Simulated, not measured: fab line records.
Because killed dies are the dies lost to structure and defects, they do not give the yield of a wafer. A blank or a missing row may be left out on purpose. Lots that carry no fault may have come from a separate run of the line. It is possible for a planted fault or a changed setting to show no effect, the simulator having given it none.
fab line records | flow n5Finfet
record: lots: 13 | wafers: 35 | lastDay: 19
route steps=1938 shown BEOL_M13@1709 BEOL_M14@1734
lots that met no fault: taken from a fault-free run of the same line
startH: hours from the record's first day to the start of the lot's first wafer shown | waitH: hours since the lot's step before | " unchanged from the row above | L1.1+2: a row that stands for several wafers | - no value, or no start was given | * or withheld: withheld | < > ~ a bound
route shown NAME@n: names a module that has steps shown in the file, with the first one's number in the route | usual: mean/standard deviation taken from wafers without a fault | same: alike in all rows | chamber/n: place in a boat | sites: each site's reading | _std_site: the standard deviation of these | _edge_site: the outer-site mean with the inner-site mean subtracted | radiusMm: for every site, how far away it sits from the centre of the wafer | mask NAME#n: copy n | behind: the last tool/chamber to shape the wafer | hold: cause of the lot's hold/its duration in hours/its outcome | device: which transistor (n, p or np) failed to switch | end of line: the same wafers' tests at the end of the route | for a step that has no rows: nothing shown but its recipe | killed: at the first sort, the dies lost to defects and structure; wafer yield is something else | map: a wafer's dies, marking killed ones x, the rest . and places with no die _
set.NAME: setting as actually run; set.NAME@STEP: the setting as run at that earlier step | model.NAME: the simulator's own value behind a step, which no gauge read
one table for each step of the route and one row for each wafer, over a sample of lots
services: the hour from which a tool's chamber was out of use, counted from the record's first day as startH (under 0 if before that day), plus the number of hours and why
== steps ==
step: N5_BEOL_M13_ANNEAL_48
recipe: tempC: 225 | timeS: 90 | ambient: N2
usual: annealTempC: 225.01/0.16 | wafer_temp_C_max: 226.3/0.55
lot.wafer | tool         | chamber | startH | waitH | annealTempC | wafer_temp_C_max
L664.1    | rtpAnneal-01 | 0       | 260.49 | 0.1   | 225.34      | 225.8
L664.5    | "            | 0       | "      | "     | 225.23      | 225.5
L664.6    | "            | 0       | "      | "     | 225.12      | 225.7
L666.4    | rtpAnneal-01 | 0       | 276.07 | 0.2   | 224.96      | 225.7
L666.5    | "            | 0       | "      | "     | 225.10      | 225.9
L666.6    | "            | 0       | "      | "     | 224.75      | 225.6
L668.4    | rtpAnneal-01 | 0       | 291.19 | 0.2   | 225.19      | 226.1
L668.5    | "            | 0       | "      | "     | 225.38      | 225.9
L668.6    | "            | 0       | "      | "     | 225.08      | 225.9
L670.3    | rtpAnneal-01 | 0       | 294.00 | 0.3   | 224.83      | 225.5
L670.4    | "            | 0       | "      | "     | 224.88      | 225.9
L670.5    | "            | 0       | "      | "     | 224.71      | 225.7
L671.2    | rtpAnneal-01 | 0       | 294.77 | 0.5   | 225.07      | 225.3
L671.3    | "            | 0       | "      | "     | 225.29      | 225.5
L671.5    | "            | 0       | "      | "     | 225.14      | 225.7
L672.2    | rtpAnneal-02 | 0       | 319.70 | 0.2   | 224.96      | 226.1
L672.3    | "            | 0       | "      | "     | 225.07      | 226.2
L672.6    | "            | 0       | "      | "     | 224.87      | 226.9
L677.1    | rtpAnneal-01 | 0       | 348.63 | 0.1   | 225.03      | 225.5
L677.2    | "            | 0       | "      | "     | 224.90      | 225.6
L677.4    | "            | 0       | "      | "     | 224.95      | 225.8
L680.1    | rtpAnneal-02 | 0       | 361.81 | 1.1   | 225.17      | 226.5
L680.2    | "            | 0       | "      | "     | 224.99      | 227.2
L680.6    | "            | 0       | "      | "     | 225.13      | 226.9
L679.3    | rtpAnneal-01 | 0       | 378.06 | 0.7   | 225.10      | 225.7
L679.4    | "            | 0       | "      | "     | 225.03      | 225.9
L686.1    | rtpAnneal-01 | 0       | 400.20 | 0.1   | 224.76      | 225.8
L686.3    | "            | 0       | "      | "     | 224.79      | 225.8
L686.5    | "            | 0       | "      | "     | 224.56      | 225.9
L684.2    | rtpAnneal-02 | 0       | 400.46 | 0.3   | 225.09      | 226.4
L684.5    | "            | 0       | "      | "     | 224.82      | 227.3
L685.1    | rtpAnneal-01 | 0       | 401.19 | 0.6   | 224.80      | 225.6
L685.4    | "            | 0       | "      | "     | 224.92      | 225.4
L687.4    | rtpAnneal-02 | 0       | 419.81 | 0.2   | 224.93      | 226.5
L687.5    | "            | 0       | "      | "     | 225.02      | 227.0
step: N5_BEOL_M13_RS_MEAS_54
recipe: thkMeasGauge: four-point-probe | reads: Cu_of_BEOL_M13_ECD_47+Ta_of_BEOL_M13_SPUTTER_44+TaN_of_BEOL_M13_SPUTTER_43
usual: M13_RS: 0.0446/0.00065
lot.wafer | tool         | chamber | startH | waitH | M13_RS[ohm/sq]
L664.1    | filmMetro-02 | -       | 261.21 | 0.0   | 0.0453
L664.5    | "            | -       | "      | "     | 0.0452
L664.6    | "            | -       | "      | "     | 0.0449
L666.4    | filmMetro-01 | -       | 276.66 | 0.0   | 0.0445
L666.5    | "            | -       | "      | "     | 0.0451
L666.6    | "            | -       | "      | "     | 0.0453
L668.4    | filmMetro-02 | -       | 291.78 | 0.0   | 0.0445
L668.5    | "            | -       | "      | "     | 0.0442
L668.6    | "            | -       | "      | "     | 0.0450
L670.3    | filmMetro-01 | -       | 294.63 | 0.1   | 0.0429
L670.4    | "            | -       | "      | "     | 0.0446
L670.5    | "            | -       | "      | "     | 0.0434
L671.2    | filmMetro-02 | -       | 295.44 | 0.1   | 0.0449
L671.3    | "            | -       | "      | "     | 0.0442
L671.5    | "            | -       | "      | "     | 0.0445
L672.2    | filmMetro-01 | -       | 320.38 | 0.1   | 0.0439
L672.3    | "            | -       | "      | "     | 0.0450
L672.6    | "            | -       | "      | "     | 0.0446
L677.1    | filmMetro-01 | -       | 349.63 | 0.0   | 0.0461
L677.2    | "            | -       | "      | "     | 0.0445
L677.4    | "            | -       | "      | "     | 0.0451
L680.1    | filmMetro-02 | -       | 362.53 | 0.0   | 0.0449
L680.2    | "            | -       | "      | "     | 0.0448
L680.6    | "            | -       | "      | "     | 0.0453
L679.3    | filmMetro-01 | -       | 378.69 | 0.1   | 0.0443
L679.4    | "            | -       | "      | "     | 0.0447
L686.1    | filmMetro-01 | -       | 400.92 | 0.0   | 0.0448
L686.3    | "            | -       | "      | "     | 0.0452
L686.5    | "            | -       | "      | "     | 0.0439
L684.2    | filmMetro-01 | -       | 401.17 | 0.1   | 0.0453
L684.5    | "            | -       | "      | "     | 0.0452
L685.1    | filmMetro-01 | -       | 401.94 | 0.1   | 0.0445
L685.4    | "            | -       | "      | "     | 0.0448
L687.4    | filmMetro-02 | -       | 420.39 | 0.0   | 0.0440
L687.5    | "            | -       | "      | "     | 0.0462
step: N5_BEOL_M14_STRIP_71
recipe: chemistry: postEtchResidueRemover | timeS: 60 | tempC: 25 | removerPh: withheld | removerWaterWtPct: withheld | removerFluorideWtPct: withheld
usual: runLengthS: 67.8/2.7 | tempC: 24.98/0.11
lot.wafer | tool        | chamber | startH | waitH | runLengthS | tempC
L664.1    | wetBench-06 | 3       | 262.23 | -     | 73.2       | 25.11
L664.5    | "           | 7       | "      | "     | 72.2       | 24.86
L664.6    | "           | 6       | "      | "     | 72.9       | 25.02
L666.4    | wetBench-04 | 7       | 277.81 | -     | 66.7       | 24.94
L666.5    | "           | 1       | "      | "     | 67.4       | 25.03
L666.6    | "           | 0       | "      | "     | 65.2       | 25.10
L668.4    | wetBench-02 | 0       | 292.94 | -     | 74.8       | 24.83
L668.5    | "           | 5       | "      | "     | 71.9       | 24.91
L668.6    | "           | 6       | "      | "     | 72.8       | 25.03
L670.3    | wetBench-02 | 7       | 295.83 | -     | 72.1       | 24.90
L670.4    | "           | 0       | "      | "     | 73.6       | 25.07
L670.5    | "           | 2       | "      | "     | 72.3       | 25.05
L671.2    | wetBench-04 | 6       | 296.76 | -     | 64.6       | 25.05
L671.3    | "           | 3       | "      | "     | 66.3       | 24.84
L671.5    | "           | 7       | "      | "     | 66.2       | 24.81
L672.2    | wetBench-02 | 2       | 321.56 | -     | 65.1       | 24.92
L672.3    | "           | 3       | "      | "     | 66.5       | 25.07
L672.6    | "           | 1       | "      | "     | 67.4       | 24.76
L677.1    | wetBench-02 | 6       | 350.78 | -     | -          | -
L677.2    | "           | 5       | "      | "     | -          | -
L677.4    | "           | 4       | "      | "     | -          | -
L680.1    | wetBench-06 | 7       | 363.68 | -     | -          | -
L680.2    | "           | 4       | "      | "     | -          | -
L680.6    | "           | 2       | "      | "     | -          | -
L679.3    | wetBench-04 | 0       | 379.88 | -     | 65.6       | 24.95
L679.4    | "           | 2       | "      | "     | 66.2       | 24.99
L686.1    | wetBench-04 | 5       | 403.05 | -     | 66.1       | 25.19
L686.3    | "           | 3       | "      | "     | 65.3       | 25.15
L686.5    | "           | 1       | "      | "     | 67.4       | 25.02
L684.2    | wetBench-06 | 2       | 403.53 | -     | 67.3       | 25.10
L684.5    | "           | 0       | "      | "     | 66.3       | 24.84
L685.1    | wetBench-02 | 7       | 403.84 | -     | 66.8       | 24.84
L685.4    | "           | 0       | "      | "     | 67.1       | 24.87
L687.4    | wetBench-02 | 1       | 421.54 | -     | 67.5       | 25.07
L687.5    | "           | 7       | "      | "     | 66.5       | 25.05
step: N5_BEOL_M14_CD_MEAS_28
recipe: targetCdNm: 284.4 | landingEnergyEv: 500 | detector: seInlens
usual: cdNm: 283.9/2.6
lot.wafer | tool     | chamber | startH | waitH | cdNm
L664.1    | cdSem-01 | 0       | 262.74 | -     | 285.2
L664.5    | "        | 0       | "      | "     | 285.0
L664.6    | "        | 0       | "      | "     | 285.8
L666.4    | cdSem-01 | 0       | 278.32 | -     | 287.6
L666.5    | "        | 0       | "      | "     | 285.3
L666.6    | "        | 0       | "      | "     | 287.1
L668.4    | cdSem-02 | 0       | 293.34 | -     | 283.7
L668.5    | "        | 0       | "      | "     | 280.7
L668.6    | "        | 0       | "      | "     | 285.2
L670.3    | cdSem-02 | 0       | 296.22 | -     | 283.0
L670.4    | "        | 0       | "      | "     | 283.2
L670.5    | "        | 0       | "      | "     | 284.4
L671.2    | cdSem-01 | 0       | 297.15 | -     | 282.9
L671.3    | "        | 0       | "      | "     | 282.6
L671.5    | "        | 0       | "      | "     | 281.7
L672.2    | cdSem-02 | 0       | 322.08 | -     | 288.8
L672.3    | "        | 0       | "      | "     | 287.2
L672.6    | "        | 0       | "      | "     | 288.1
L677.1    | cdSem-03 | 0       | 356.58 | -     | 283.0
L677.2    | "        | 0       | "      | "     | 281.3
L677.4    | "        | 0       | "      | "     | 282.1
L680.1    | cdSem-03 | 0       | 364.06 | -     | 287.6
L680.2    | "        | 0       | "      | "     | 286.2
L680.6    | "        | 0       | "      | "     | 286.8
L679.3    | cdSem-02 | 0       | 380.27 | -     | 282.7
L679.4    | "        | 0       | "      | "     | 279.2
L686.1    | cdSem-02 | 0       | 403.56 | -     | 282.0
L686.3    | "        | 0       | "      | "     | 282.2
L686.5    | "        | 0       | "      | "     | 281.3
L684.2    | cdSem-03 | 0       | 403.92 | -     | 283.1
L684.5    | "        | 0       | "      | "     | 282.5
L685.1    | cdSem-03 | 0       | 404.35 | -     | 282.9
L685.4    | "        | 0       | "      | "     | 286.0
L687.4    | cdSem-03 | 0       | 422.06 | -     | 282.5
L687.5    | "        | 0       | "      | "     | 281.3
== services ==
tool         | chamber | startH | hours | kind
rtpAnneal-02 | -       | 323.08 | 4.7   | pm
== key ==
firstSign: step: N5_BEOL_M14_STRIP_71 | reading: toolRecord | direction: missing
effect none on later readings
metAt N5_BEOL_M14_STRIP_71
struckLots L677,L680
notActingAt N5_BEOL_M13_ANNEAL_48,N5_BEOL_M13_RS_MEAS_54,N5_BEOL_M14_CD_MEAS_28
onsetBetween 321.56 350.78
fault: kind: skippedStepWhole | tool: wetBench-02,wetBench-06 | chamber: - | onsetH: 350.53 | steps: N5_BEOL_M14_STRIP_71 | scope: struckLotsOnly
